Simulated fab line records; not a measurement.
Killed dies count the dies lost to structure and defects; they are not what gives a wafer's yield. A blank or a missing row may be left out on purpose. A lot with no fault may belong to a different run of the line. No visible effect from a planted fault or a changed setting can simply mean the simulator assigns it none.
Split-lot trial || flow n5-finfet || 7 lots, 21 wafers read, on a route of 1938 steps

THE SPLIT
At N5_BEOL_M14_ETCH_68 (etches SOC in N2/H2, time 450 s), the setting time-s was moved away from the recipe's 450 s on 8 of the 21 wafers read, by -18.1% to +21.2%. This setting was run at the recipe's value on the other wafers.

Reading taken at the split's own step.

THE READING
SiARC_of_BEOL_M14_COAT_66.thk-nm (the simulator's own value, which no gauge read), in nm, at N5_BEOL_M14_ETCH_68 (etches SOC in N2/H2, time 450 s). The file does not state a usual value for it. Here, 13 wafers ran the recipe; their average is 64.9 nm with a standard deviation of 0.8 nm.

{"wafer": "L074.3", "tool, chamber at the split": "rie-diel-06, 1", "time-s as run, s": 383.8, "against the recipe": "-14.7%", "SiARC_of_BEOL_M14_COAT_66.thk-nm, nm": 72, "against lot-mates on the recipe": "+6.1"}
{"wafer": "L074.5", "tool, chamber at the split": "rie-diel-06, 0", "time-s as run, s": 450, "against the recipe": "recipe", "SiARC_of_BEOL_M14_COAT_66.thk-nm, nm": 65.8, "against lot-mates on the recipe": "-"}
{"wafer": "L074.6", "tool, chamber at the split": "rie-diel-06, 1", "time-s as run, s": 450, "against the recipe": "recipe", "SiARC_of_BEOL_M14_COAT_66.thk-nm, nm": 66, "against lot-mates on the recipe": "-"}
{"wafer": "L076.1", "tool, chamber at the split": "rie-diel-02, 0", "time-s as run, s": 450, "against the recipe": "recipe", "SiARC_of_BEOL_M14_COAT_66.thk-nm, nm": 65.6, "against lot-mates on the recipe": "-"}
{"wafer": "L076.2", "tool, chamber at the split": "rie-diel-02, 1", "time-s as run, s": 545.5, "against the recipe": "+21.2%", "SiARC_of_BEOL_M14_COAT_66.thk-nm, nm": 55.2, "against lot-mates on the recipe": -10.1}
{"wafer": "L076.5", "tool, chamber at the split": "rie-diel-02, 2", "time-s as run, s": 450, "against the recipe": "recipe", "SiARC_of_BEOL_M14_COAT_66.thk-nm, nm": 65, "against lot-mates on the recipe": "-"}
{"wafer": "L081.1", "tool, chamber at the split": "rie-diel-02, 2", "time-s as run, s": 450, "against the recipe": "recipe", "SiARC_of_BEOL_M14_COAT_66.thk-nm, nm": 64.4, "against lot-mates on the recipe": "-"}
{"wafer": "L081.2", "tool, chamber at the split": "rie-diel-02, 1", "time-s as run, s": 450, "against the recipe": "recipe", "SiARC_of_BEOL_M14_COAT_66.thk-nm, nm": 63.6, "against lot-mates on the recipe": "-"}
{"wafer": "L081.6", "tool, chamber at the split": "rie-diel-02, 1", "time-s as run, s": 368.6, "against the recipe": "-18.1%", "SiARC_of_BEOL_M14_COAT_66.thk-nm, nm": 72.2, "against lot-mates on the recipe": "+8.2"}
{"wafer": "L083.1", "tool, chamber at the split": "rie-diel-05, 2", "time-s as run, s": 450, "against the recipe": "recipe", "SiARC_of_BEOL_M14_COAT_66.thk-nm, nm": 65.4, "against lot-mates on the recipe": "-"}
{"wafer": "L083.3", "tool, chamber at the split": "rie-diel-05, 0", "time-s as run, s": 450, "against the recipe": "recipe", "SiARC_of_BEOL_M14_COAT_66.thk-nm, nm": 64.2, "against lot-mates on the recipe": "-"}
{"wafer": "L083.4", "tool, chamber at the split": "rie-diel-05, 1", "time-s as run, s": 450, "against the recipe": "recipe", "SiARC_of_BEOL_M14_COAT_66.thk-nm, nm": 66.2, "against lot-mates on the recipe": "-"}
{"wafer": "L087.3", "tool, chamber at the split": "rie-diel-06, 2", "time-s as run, s": 523.7, "against the recipe": "+16.4%", "SiARC_of_BEOL_M14_COAT_66.thk-nm, nm": 56.6, "against lot-mates on the recipe": -8.0}
{"wafer": "L087.4", "tool, chamber at the split": "rie-diel-06, 3", "time-s as run, s": 523.7, "against the recipe": "+16.4%", "SiARC_of_BEOL_M14_COAT_66.thk-nm, nm": 57, "against lot-mates on the recipe": -7.6}
{"wafer": "L087.5", "tool, chamber at the split": "rie-diel-06, 3", "time-s as run, s": 450, "against the recipe": "recipe", "SiARC_of_BEOL_M14_COAT_66.thk-nm, nm": 64.6, "against lot-mates on the recipe": "-"}
{"wafer": "L086.2", "tool, chamber at the split": "rie-diel-05, 0", "time-s as run, s": 450, "against the recipe": "recipe", "SiARC_of_BEOL_M14_COAT_66.thk-nm, nm": 64.8, "against lot-mates on the recipe": "-"}
{"wafer": "L086.5", "tool, chamber at the split": "rie-diel-05, 0", "time-s as run, s": 405, "against the recipe": "-10.0%", "SiARC_of_BEOL_M14_COAT_66.thk-nm, nm": 69.4, "against lot-mates on the recipe": "+4.6"}
{"wafer": "L086.6", "tool, chamber at the split": "rie-diel-05, 3", "time-s as run, s": 405, "against the recipe": "-10.0%", "SiARC_of_BEOL_M14_COAT_66.thk-nm, nm": 70.2, "against lot-mates on the recipe": "+5.4"}
{"wafer": "L092.1", "tool, chamber at the split": "rie-diel-06, 1", "time-s as run, s": 450, "against the recipe": "recipe", "SiARC_of_BEOL_M14_COAT_66.thk-nm, nm": 63.8, "against lot-mates on the recipe": "-"}
{"wafer": "L092.5", "tool, chamber at the split": "rie-diel-06, 0", "time-s as run, s": 541.6, "against the recipe": "+20.4%", "SiARC_of_BEOL_M14_COAT_66.thk-nm, nm": 55, "against lot-mates on the recipe": -9.2}
{"wafer": "L092.6", "tool, chamber at the split": "rie-diel-06, 2", "time-s as run, s": 450, "against the recipe": "recipe", "SiARC_of_BEOL_M14_COAT_66.thk-nm, nm": 64.6, "against lot-mates on the recipe": "-"}

THE FIT
A straight line over all 21 wafers: SiARC_of_BEOL_M14_COAT_66.thk-nm changes by -0.469 nm for each +1% of time-s; r = -0.99; the points scatter about the line by 0.75 nm.
The same after taking each lot's own level away (the mean of its wafers on the recipe; 21 wafers): -0.464 nm for each +1%; r = -1.00; scatter 0.47 nm.
On that fit, the largest move of time-s shifts the reading by 9.8 nm.
Across the lots, their own levels run from 64.00 to 65.90 nm, a range of 2.4 times the standard deviation given above.
Consequently the slope shifts little with the lot-to-lot level, the two slopes agreeing.
Check: with one of the wafers moved furthest among these (+21.2%) left out of the fit, the line predicts -9.8 nm for it against its lot-mates. It came out at -10.1 nm against them.

FURTHER SPLITS ON THESE WAFERS
Before the reading, these wafers also passed through other splits. Each is held against what the fit with the lots' levels taken away leaves over:
{"other split on the same wafers": "N5_BEOL_M10_ILD_DEP_00 time-s", "wafers away from the commonest value": 6, "r with SiARC_of_BEOL_M14_COAT_66.thk-nm (lot level and that fit taken away)": "+0.02"}
{"other split on the same wafers": "N5_BEOL_M11_ILD_DEP_00 time-s", "wafers away from the commonest value": 8, "r with SiARC_of_BEOL_M14_COAT_66.thk-nm (lot level and that fit taken away)": "+0.08"}
{"other split on the same wafers": "N5_BEOL_M12_PEB_08 peb-time-s", "wafers away from the commonest value": 4, "r with SiARC_of_BEOL_M14_COAT_66.thk-nm (lot level and that fit taken away)": "+0.04"}
{"other split on the same wafers": "N5_BEOL_M13_COAT_58 spin-rpm", "wafers away from the commonest value": 6, "r with SiARC_of_BEOL_M14_COAT_66.thk-nm (lot level and that fit taken away)": "+0.05"}

FILE'S OWN FIT
SiARC_of_BEOL_M14_COAT_66.thk-nm changes by -0.46 nm for each +1% of time-s, r = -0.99.
